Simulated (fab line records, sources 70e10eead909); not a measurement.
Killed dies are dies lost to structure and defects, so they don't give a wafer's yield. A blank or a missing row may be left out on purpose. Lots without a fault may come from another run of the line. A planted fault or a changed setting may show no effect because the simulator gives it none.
Which tool did it? | flow nand_harc | 13 lots, 39 wafers sampled, at 5 steps of a route of 1159

WHAT THE GAUGES READ, wafer by wafer
NHARC_P_STI_OCD_MEAS_43.
lot  | measured    | on     | trench_depth_nm (nm) | trench_foot_cd_nm (nm)
L745 | day 2 17:02 | ocd-02 | 302 296 301          | 155.7 160.9 155.7
L744 | day 2 17:14 | ocd-01 | 299 304 298          | 152.2 149.8 155.1
L746 | day 3 05:03 | ocd-01 | 296 301 301          | 158.1 157.3 155.9
L747 | day 3 05:13 | ocd-02 | 310 302 306          | 153.2 156.4 154.3
L748 | day 3 13:07 | ocd-02 | 302 310 301          | 159.5 155.6 158.8
L750 | day 4 00:03 | ocd-01 | 300 296 302          | 157.7 157.8 156.7
L751 | day 4 06:19 | ocd-02 | 301 302 298          | 156.3 155.2 159.6
L752 | day 4 14:09 | ocd-02 | 302 299 300          | 158.2 155.7 157.9
L754 | day 5 03:07 | ocd-02 | 303 302 310          | 156.8 155.2 153.3
L758 | day 6 02:52 | ocd-01 | 307 308 304          | 157.3 155.9 156.6
L763 | day 7 10:04 | ocd-02 | 299 299 300          | 156.9 157.3 155.5
L765 | day 7 18:56 | ocd-01 | 300 296 298          | 157.9 161.1 158.8
L766 | day 8 00:17 | ocd-01 | 302 306 305          | 157.7 154.2 157.9

NHARC_P_GATE_INSPECT_28.
lot  | measured     | on                | raw_defect_count
L745 | day 4 17:25  | defect_inspect-01 | 9 9 10
L744 | day 4 17:16  | defect_inspect-01 | 5 12 3
L746 | day 5 10:01  | defect_inspect-01 | 5 10 3
L747 | day 5 10:10  | defect_inspect-02 | 8 1 10
L748 | day 5 13:19  | defect_inspect-02 | 2 1 2
L750 | day 5 21:08  | defect_inspect-01 | 6 8 2
L751 | day 6 14:05  | defect_inspect-02 | 7 8 8
L752 | day 6 22:36  | defect_inspect-01 | 8 8 5
L754 | day 7 09:15  | defect_inspect-02 | 8 6 4
L758 | day 8 01:21  | defect_inspect-01 | 10 12 6
L763 | day 9 19:08  | defect_inspect-01 | 5 7 10
L765 | day 10 01:21 | defect_inspect-02 | 4 2 6
L766 | day 10 01:30 | defect_inspect-02 | 7 10 7

NHARC_END_SORT_01.
lot  | measured     | on        | killed_at_array | killed_at_other | killed_at_periphery | killed_dies | killed_open | killed_short
L746 | day 19 23:23 | prober-02 | 25 27 23        | 2 2 0           | 1 2 3               | 28 31 26    | 2 3 6       | 0 0 2
L758 | day 22 17:58 | prober-01 | 42 38 42        | 1 0 0           | 3 2 2               | 46 40 44    | 5 2 5       | 2 4 1

WHICH TOOL RAN EACH LOT (tool, then ch and the chambers of the sampled wafers, then the start)
lot  | NHARC_P_STI_ETCH_15             | NHARC_P_GATE_DEP_103
L745 | rie_si-06 ch 0,1,3, day 2 16:19 | pecvd-04 ch 0,1,2, day 4 16:31
L744 | rie_si-01 ch 0,1,2, day 2 16:31 | pecvd-02 ch 0,1,2, day 4 16:29
L746 | rie_si-06 ch 0,1,3, day 3 04:17 | pecvd-01 ch 0,1, day 5 09:14
L747 | rie_si-01 ch 0,1,3, day 3 04:28 | pecvd-04 ch 1,2, day 5 09:20
L748 | rie_si-03 ch 1,2,3, day 3 12:22 | pecvd-02 ch 0,1,2, day 5 12:31
L750 | rie_si-06 ch 1,2,3, day 3 23:19 | pecvd-04 ch 0,1,2, day 5 20:30
L751 | rie_si-01 ch 0,2, day 4 05:34   | pecvd-01 ch 0,1,2, day 6 13:16
L752 | rie_si-01 ch 1,2, day 4 13:25   | pecvd-01 ch 0,1,2, day 6 21:29
L754 | rie_si-03 ch 0,2,3, day 5 02:21 | pecvd-01 ch 0,2, day 7 08:27
L758 | rie_si-03 ch 0,1,2, day 6 02:08 | pecvd-04 ch 0,1,2, day 8 00:14
L763 | rie_si-01 ch 0,3, day 7 09:18   | pecvd-01 ch 0,1, day 9 17:57
L765 | rie_si-06 ch 0,2,3, day 7 18:11 | pecvd-04 ch 0,1,2, day 10 00:33
L766 | rie_si-03 ch 2,3, day 7 23:32   | pecvd-01 ch 0,2, day 10 00:34
- NHARC_P_STI_ETCH_15: etches the open film in HBr/Cl2, target depth 300 nm, time 100.1 s.
- NHARC_P_GATE_DEP_103: deposits SiON, target thk 30 nm.

WHAT THE TOOLS THEMSELVES READ (means of the sampled wafers that have a number; where no wafer has one, the mark that the record gives instead)
NHARC_P_STI_ETCH_15.
lot  | tool      | drypump_motor_current_A (A) | oes_product_au (a.u.) | throttle_valve_pct (%)
L745 | rie_si-06 | 5.7                         | 0.996                 | 26.408
L744 | rie_si-01 | 5.4                         | 1.001                 | 26.408
L746 | rie_si-06 | 5.7                         | 0.995                 | 26.403
L747 | rie_si-01 | 5.4                         | 1.011                 | 26.403
L748 | rie_si-03 | 5.5                         | 1.006                 | 26.405
L750 | rie_si-06 | 5.5                         | 1.003                 | 26.413
L751 | rie_si-01 | 5.7                         | 0.999                 | 26.400
L752 | rie_si-01 | 5.4                         | 0.996                 | 26.404
L754 | rie_si-03 | 5.7                         | 1.010                 | 26.405
L758 | rie_si-03 | 5.9                         | 1.012                 | 26.411
L763 | rie_si-01 | 5.5                         | 0.994                 | 26.395
L765 | rie_si-06 | 5.5                         | 0.994                 | 26.407
L766 | rie_si-03 | 5.5                         | 1.010                 | 26.405

NHARC_P_GATE_DEP_103.
lot  | tool     | heater_power_outer_w (W) | heater_power_w (W) | susceptor_temp_C (C)
L745 | pecvd-04 | 466                      | 769                | 399.87
L744 | pecvd-02 | 493                      | 758                | 399.94
L746 | pecvd-01 | 442                      | 739                | 399.77
L747 | pecvd-04 | 482                      | 751                | 399.78
L748 | pecvd-02 | 511                      | 794                | 400.12
L750 | pecvd-04 | 474                      | 761                | 400.17
L751 | pecvd-01 | 424                      | 734                | 399.93
L752 | pecvd-01 | 444                      | 760                | 399.98
L754 | pecvd-01 | 421                      | 720                | 399.88
L758 | pecvd-04 | 466                      | 762                | 400.05
L763 | pecvd-01 | 447                      | 754                | 400.01
L765 | pecvd-04 | 440                      | 715                | 399.97
L766 | pecvd-01 | 425                      | 737                | 400.15

THE ANSWER, worked out from the rows above alone
Rule: what is usual is taken from the lots themselves. Put in order of their means at a reading, lots are off if they are a third of the lots or fewer, leave a main group of 4 or more, and stand apart from it by a gap of 3 or more times the standard deviation of the main group's means; of several such gaps the widest counts. A main group whose means are all the same, to the digits that the tables above print for the reading, isn't used. A lot without any number at a reading at which 4 lots or more have one is off too. The other lots that the step has rows for count as sound. The gauges are gone through in route order, then the tools' own readings, and for those a lot's mean is taken as printed above. The first step at which some lot is off is used, and at that step the reading that is off furthest; a lot without a number counts as furthest.
No lot is off at any reading shown: from this, nothing can be told.

WHAT THE SIMULATOR HAD PUT IN
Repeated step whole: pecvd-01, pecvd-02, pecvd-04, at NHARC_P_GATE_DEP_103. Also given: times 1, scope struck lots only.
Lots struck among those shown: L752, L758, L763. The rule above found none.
